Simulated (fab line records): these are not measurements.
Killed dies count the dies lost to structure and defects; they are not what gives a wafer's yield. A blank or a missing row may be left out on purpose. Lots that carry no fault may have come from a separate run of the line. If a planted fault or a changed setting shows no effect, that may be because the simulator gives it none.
Which tool was responsible? ; flow nandHarc ; Sampling: 24 lots, 72 wafers, 6 of 1302 route steps

== WHAT THE GAUGES READ, wafer by wafer ==
NHARC_P_STI_CD_MEAS_16. Usual: cdNm at 199.1 nm, with a standard deviation of 2.7.
lot;measured;on;cdNm (nm);flag
L074;day 2 21:59;cdSem-03;199.6 195.3 195.8;
L075;day 3 07:24;cdSem-01;199.9 199.0 199.5;
L076;day 3 17:48;cdSem-03;201.9 201.7 206.2;
L077;day 4 03:08;cdSem-02;201.7 203.1 199.4;
L078;day 4 14:19;cdSem-01;198.6 200.4 198.3;
L079;day 4 23:28;cdSem-03;202.8 199.2 204.8;
L080;day 5 07:55;cdSem-02;196.3 193.8 194.7;
L081;day 5 17:40;cdSem-03;193.1 200.8 197.3;
L082;day 6 04:47;cdSem-02;196.5 203.6 195.3;
L083;day 6 17:35;cdSem-01;201.4 198.4 196.1;
L084;day 7 03:10;cdSem-02;202.3 205.3 203.7;
L085;day 7 10:21;cdSem-02;200.0 196.8 200.9;
L086;day 7 21:28;cdSem-02;199.5 199.4 196.5;
L087;day 8 08:37;cdSem-03;201.0 196.3 195.1;
L088;day 8 14:58;cdSem-03;199.1 196.5 197.0;
L089;day 9 01:33;cdSem-03;203.4 199.9 203.9;
L090;day 9 12:44;cdSem-02;201.0 198.9 198.2;
L091;day 9 21:22;cdSem-01;197.7 197.1 199.0;
L092;day 10 08:29;cdSem-01;197.5 198.6 200.6;
L093;day 10 17:04;cdSem-02;198.0 199.9 198.1;
L094;day 11 04:53;cdSem-01;199.8 196.6 201.6;
L095;day 11 13:39;cdSem-01;196.4 198.4 200.8;
L096;day 12 00:51;cdSem-03;201.4 200.0 199.4;
L097;day 12 08:54;cdSem-03;200.7 199.1 198.6;

NHARC_P_M0_OVL_MEAS_10: pitch 180 nm. Usual: overlayXNm 0.0 nm, standard deviation 0.97; overlayYNm -0.1 nm, standard deviation 0.74.
lot;measured;on;overlayXNm (nm);overlayYNm (nm);flag
L074;day 6 02:12;overlay-01;1.5 1.2 1.5;-0.5 0.4 0.0;
L075;day 6 08:02;overlay-02;0.5 0.1 0.7;-0.6 -0.7 -1.1;
L076;day 6 21:33;overlay-02;-1.3 -1.0 -0.8;-0.8 -1.0 -0.6;
L077;day 7 05:33;overlay-01;0.9 0.4 0.2;0.5 1.0 1.0;
L078;day 7 17:08;overlay-01;0.1 -0.1 0.0;0.1 0.1 -0.2;
L079;day 8 00:26;overlay-02;-0.7 -0.9 -0.4;1.5 1.9 1.6;
L080;day 8 12:11;overlay-02;1.6 1.6 1.5;-1.0 -0.7 -0.7;
L081;day 9 04:42;overlay-01;1.2 1.7 1.9;0.2 -0.7 -1.0;
L082;day 9 10:20;overlay-01;-1.6 -1.9 -1.2;-0.3 -0.3 -0.7;
L083;day 10 08:52;overlay-02;-2.0 -1.9 -2.0;-0.7 0.0 -0.6;
L084;day 10 17:20;overlay-01;-1.0 -0.5 -0.3;-0.7 -0.6 -0.8;
L085;day 10 15:23;overlay-02;-0.2 0.1 0.9;-0.3 -0.7 -1.0;
L086;day 10 23:13;overlay-02;0.7 0.6 0.3;0.0 0.7 0.6;
L087;day 12 00:58;overlay-02;0.5 1.0 0.8;0.6 0.2 0.9;
L088;day 12 00:09;overlay-02;-1.3 -0.9 -1.0;1.2 0.7 0.5;
L089;day 12 05:13;overlay-02;0.2 0.1 -0.7;0.2 -0.1 -0.5;
L090;day 12 21:05;overlay-01;-0.9 -2.0 -1.7;-0.5 -0.4 -0.6;
L091;day 12 22:29;overlay-01;0.3 0.5 0.6;0.1 0.6 -0.1;
L092;day 13 10:55;overlay-01;-0.2 -0.1 -0.2;-0.6 -0.8 -0.6;
L093;day 13 21:31;overlay-02;0.5 0.5 0.5;0.3 1.0 0.3;
L094;day 14 11:14;overlay-01;0.3 1.0 0.5;0.6 0.1 0.6;
L095;day 14 22:42;overlay-02;-0.4 -0.5 -0.7;-0.1 0.2 0.5;
L096;day 15 04:35;overlay-02;-0.7 -0.4 -0.3;-1.3 -1.1 -1.5;
L097;day 15 12:11;overlay-01;0.9 0.5 0.4;-0.5 -0.2 -0.5;

NHARC_P_M0_INSPECT_11. Usual: rawDefectCount at 4.0, with a standard deviation of 2.3.
lot;measured;on;rawDefectCount;flag
L074;day 6 02:14;defectInspect-02;3 3 2;
L075;day 6 08:04;defectInspect-01;2 3 3;
L076;day 6 21:35;defectInspect-01;3 0 0;
L077;day 7 05:35;defectInspect-02;4 3 2;
L078;day 7 17:10;defectInspect-01;7 3 5;
L079;day 8 00:29;defectInspect-01;8 7 5;
L080;day 8 12:14;defectInspect-01;2 9 1;
L081;day 9 04:44;defectInspect-01;2 3 2;
L082;day 9 10:22;defectInspect-01;6 1 2;
L083;day 10 08:54;defectInspect-01;3 3 4;
L084;day 10 17:22;defectInspect-01;4 3 6;
L085;day 10 15:25;defectInspect-02;1 1 7;
L086;day 10 23:14;defectInspect-02;4 9 9;
L087;day 12 00:59;defectInspect-01;5 7 5;
L088;day 12 00:11;defectInspect-02;9 9 8;
L089;day 12 05:15;defectInspect-02;6 4 2;
L090;day 12 21:07;defectInspect-01;3 3 7;
L091;day 12 22:33;defectInspect-01;3 3 2;
L092;day 13 10:57;defectInspect-02;2 3 2;
L093;day 13 21:32;defectInspect-01;1 1 2;
L094;day 14 11:16;defectInspect-01;6 5 8;
L095;day 14 22:44;defectInspect-01;3 3 6;
L096;day 15 04:37;defectInspect-02;1 4 1;
L097;day 15 12:14;defectInspect-01;4 3 3;

== WHAT TOOL EACH LOT RAN ON (gives the tool, then ch and the chambers of the sampled wafers, and finally the start) ==
lot;NHARC_P_ZERO_WELL_DESCUM_54;NHARC_P_GATE_DESCUM_61;NHARC_P_GATE_DEGAS_109
L074;rieDiel-06 ch 0,1, day 2 04:23;rieDiel-07 ch 0,1,3, day 5 15:19;pvdSputter-02, day 5 18:50
L075;rieDiel-06 ch 0,2,3, day 2 12:06;rieDiel-02 ch 1,2, day 5 21:37;pvdSputter-03, day 6 01:19
L076;rieDiel-06 ch 0,1,3, day 2 21:58;rieDiel-02 ch 0,1, day 6 10:31;pvdSputter-01, day 6 14:10
L077;rieDiel-01 ch 0,2,3, day 3 08:12;rieDiel-02 ch 0,2,3, day 6 19:03;pvdSputter-03, day 6 22:43
L078;rieDiel-01 ch 1,3, day 3 18:02;rieDiel-10 ch 1,2, day 7 06:44;pvdSputter-03, day 7 10:26
L079;rieDiel-06 ch 2,3, day 4 03:55;rieDiel-07 ch 2,3, day 7 13:55;pvdSputter-02, day 7 17:38
L080;rieDiel-08 ch 0,1,2, day 4 14:23;rieDiel-02 ch 0,1,2, day 8 01:43;pvdSputter-01, day 8 05:28
L081;rieDiel-01 ch 0,2,3, day 5 00:11;rieDiel-10 ch 1,2,3, day 8 18:01;pvdSputter-03, day 8 21:50
L082;rieDiel-01 ch 1,2,3, day 5 10:02;rieDiel-02 ch 2,3, day 8 23:23;pvdSputter-02, day 9 03:03
L083;rieDiel-06 ch 1,3, day 5 19:58;rieDiel-07 ch 0,1, day 9 22:35;pvdSputter-02, day 10 02:10
L084;rieDiel-08 ch 0,2, day 6 05:58;rieDiel-10 ch 1,2,3, day 10 06:52;pvdSputter-02, day 10 10:36
L085;rieDiel-08 ch 0,1,2, day 6 16:04;rieDiel-10 ch 0,1,3, day 10 04:53;pvdSputter-02, day 10 08:38
L086;rieDiel-06 ch 1,2,3, day 7 04:05;rieDiel-02 ch 0,1,3, day 10 12:37;pvdSputter-03, day 10 16:19
L087;rieDiel-08 ch 1,2,3, day 7 11:49;rieDiel-10 ch 1,3, day 11 14:04;pvdSputter-03, day 11 18:09
L088;rieDiel-01 ch 0,1,2, day 7 22:00;rieDiel-10 ch 1,2, day 11 13:41;pvdSputter-01, day 11 17:22
L089;rieDiel-06 ch 0,3, day 8 07:50;rieDiel-10 ch 0,1,3, day 11 18:52;pvdSputter-03, day 11 22:24
L090;rieDiel-01 ch 0,2,3, day 8 19:17;rieDiel-10 ch 0,1,3, day 12 10:34;pvdSputter-01, day 12 14:22
L091;rieDiel-01 ch 0,1,3, day 9 03:49;rieDiel-02 ch 0,1,3, day 12 11:40;pvdSputter-03, day 12 15:20
L092;rieDiel-08 ch 0,1,3, day 9 14:25;rieDiel-07 ch 0,1,3, day 13 00:17;pvdSputter-01, day 13 04:05
L093;rieDiel-06 ch 0,1,3, day 10 00:07;rieDiel-10 ch 0,2,3, day 13 10:56;pvdSputter-03, day 13 14:26
L094;rieDiel-06 ch 1,2, day 10 10:05;rieDiel-10 ch 1,2,3, day 14 00:55;pvdSputter-02, day 14 04:25
L095;rieDiel-01 ch 1,2,3, day 10 19:51;rieDiel-07 ch 1,2,3, day 14 12:09;pvdSputter-01, day 14 15:53
L096;rieDiel-06 ch 0,1,2, day 11 05:55;rieDiel-02 ch 1,2,3, day 14 18:02;pvdSputter-02, day 14 21:41
L097;rieDiel-08 ch 0,1,2, day 11 15:55;rieDiel-07 ch 0,3, day 15 01:19;pvdSputter-01, day 15 05:10
- NHARC_P_ZERO_WELL_DESCUM_54: chemistry O2, time 3 s.
- NHARC_P_GATE_DESCUM_61: chemistry O2, time 3 s.
- NHARC_P_GATE_DEGAS_109: time 60 s.

== AS READ BY THE TOOLS THEMSELVES (means over the sampled wafers that have a number; for cases with no such wafer, the mark the record gives instead) ==
NHARC_P_ZERO_WELL_DESCUM_54. Usual: drypumpMotorCurrentA 5.3 A, standard deviation 0.49; oesProductAu 1.002 a.u., standard deviation 0.012; rfVppV 57.7 V, standard deviation 0.87; showerheadPlenumPTorr 1.87 Torr, standard deviation 0.083; throttleValvePct 11.311 %, standard deviation 0.0095.
lot;tool;drypumpMotorCurrentA (A);oesProductAu (a.u.);rfVppV (V);showerheadPlenumPTorr (Torr);throttleValvePct (%);flag
L074;rieDiel-06;5.3;0.993;57.1;1.78;11.322;
L075;rieDiel-06;5.1;1.008;56.8;1.82;11.315;
L076;rieDiel-06;5.3;1.000;57.6;1.80;11.322;
L077;rieDiel-01;5.8;1.015;57.3;1.93;11.305;
L078;rieDiel-01;5.9;1.015;57.7;1.86;11.311;
L079;rieDiel-06;4.9;1.012;57.1;1.81;11.312;
L080;rieDiel-08;4.9;0.989;58.3;1.89;11.305;
L081;rieDiel-01;5.8;1.009;57.8;1.93;11.312;
L082;rieDiel-01;5.9;1.008;58.1;1.91;11.303;
L083;rieDiel-06;5.1;1.005;57.1;1.80;11.318;
L084;rieDiel-08;5.0;0.982;57.6;1.86;11.309;
L085;rieDiel-08;4.9;0.995;57.7;1.89;11.323;
L086;rieDiel-06;5.0;0.994;58.3;1.90;11.311;
L087;rieDiel-08;5.0;0.998;58.0;1.85;11.304;
L088;rieDiel-01;6.1;0.998;56.9;1.92;11.313;
L089;rieDiel-06;5.2;1.007;58.0;1.81;11.305;
L090;rieDiel-01;5.8;1.015;57.9;1.92;11.314;
L091;rieDiel-01;5.9;1.020;58.2;1.88;11.310;
L092;rieDiel-08;5.1;0.993;58.3;1.96;11.307;
L093;rieDiel-06;5.3;1.001;57.6;1.89;11.313;
L094;rieDiel-06;4.9;1.007;57.0;1.88;11.313;
L095;rieDiel-01;5.8;1.006;58.8;1.89;11.318;
L096;rieDiel-06;5.2;1.001;58.4;1.88;11.308;
L097;rieDiel-08;4.9;1.005;57.2;1.87;11.311;

NHARC_P_GATE_DESCUM_61. Usual: drypumpMotorCurrentA 5.6 A, standard deviation 0.44; oesProductAu 0.999 a.u., standard deviation 0.0099; rfVppV 57.8 V, standard deviation 0.84; showerheadPlenumPTorr 1.92 Torr, standard deviation 0.09; throttleValvePct 11.309 %, standard deviation 0.0086.
lot;tool;drypumpMotorCurrentA (A);oesProductAu (a.u.);rfVppV (V);showerheadPlenumPTorr (Torr);throttleValvePct (%);flag
L074;rieDiel-07;6.1;0.989;58.2;1.94;11.310;
L075;rieDiel-02;5.1;1.005;57.6;1.88;11.308;
L076;rieDiel-02;5.5;1.001;56.9;1.88;11.308;
L077;rieDiel-02;5.7;0.991;57.6;1.93;11.306;
L078;rieDiel-10;5.1;0.994;57.7;2.01;11.309;
L079;rieDiel-07;6.0;1.004;59.1;1.90;11.307;
L080;rieDiel-02;5.4;0.995;57.4;1.89;11.313;
L081;rieDiel-10;5.4;1.003;58.3;1.93;11.310;
L082;rieDiel-02;5.6;0.997;58.0;1.94;11.302;
L083;rieDiel-07;6.0;1.005;58.1;1.97;11.314;
L084;rieDiel-10;5.4;0.993;57.7;1.93;11.306;
L085;rieDiel-10;5.8;0.997;57.9;1.85;11.304;
L086;rieDiel-02;5.6;0.998;57.6;1.90;11.298;
L087;rieDiel-10;5.8;1.002;58.0;1.91;11.312;
L088;rieDiel-10;5.1;1.006;57.6;2.01;11.306;
L089;rieDiel-10;5.8;0.999;56.9;1.85;11.312;
L090;rieDiel-10;5.8;1.003;57.6;1.85;11.313;
L091;rieDiel-02;5.6;1.006;57.1;1.90;11.314;
L092;rieDiel-07;6.0;0.999;57.6;1.94;11.313;
L093;rieDiel-10;5.4;0.994;56.9;1.87;11.312;
L094;rieDiel-10;5.4;0.999;57.1;1.93;11.316;
L095;rieDiel-07;5.9;1.005;59.0;1.98;11.309;
L096;rieDiel-02;5.5;0.994;57.5;1.91;11.313;
L097;rieDiel-07;6.1;1.003;57.8;1.86;11.301;

NHARC_P_GATE_DEGAS_109. Usual: heaterPowerW at 481 W, with a standard deviation of 36.
lot;tool;heaterPowerW (W);flag
L074;pvdSputter-02;475;
L075;pvdSputter-03;483;
L076;pvdSputter-01;461;
L077;pvdSputter-03;460;
L078;pvdSputter-03;480;
L079;pvdSputter-02;467;
L080;pvdSputter-01;489;
L081;pvdSputter-03;465;
L082;pvdSputter-02;462;
L083;pvdSputter-02;480;
L084;pvdSputter-02;463;
L085;pvdSputter-02;496;
L086;pvdSputter-03;482;
L087;pvdSputter-03;465;
L088;pvdSputter-01;514;
L089;pvdSputter-03;483;
L090;pvdSputter-01;488;
L091;pvdSputter-03;470;
L092;pvdSputter-01;477;
L093;pvdSputter-03;457;
L094;pvdSputter-02;508;
L095;pvdSputter-01;486;
L096;pvdSputter-02;508;
L097;pvdSputter-01;462;

== THE ANSWER, worked out from the rows above alone ==
Rule: a lot counts as off when the mean over its wafers that have a number is more than 3 standard deviations away from the usual mean. A lot without any number at a reading at which 4 lots or more have one is off too. Where the step has rows for the other lots, those lots are counted as sound. The gauges are gone through in route order, then the tools' own readings, and for those a lot's mean is taken as printed above. The first step at which some lot is off is used, and at that step the reading that is off furthest; a lot without a number counts as furthest.
Across all readings shown, no lot is off: no conclusion can be drawn from this.

== WHAT THE SIMULATOR HAD INSERTED ==
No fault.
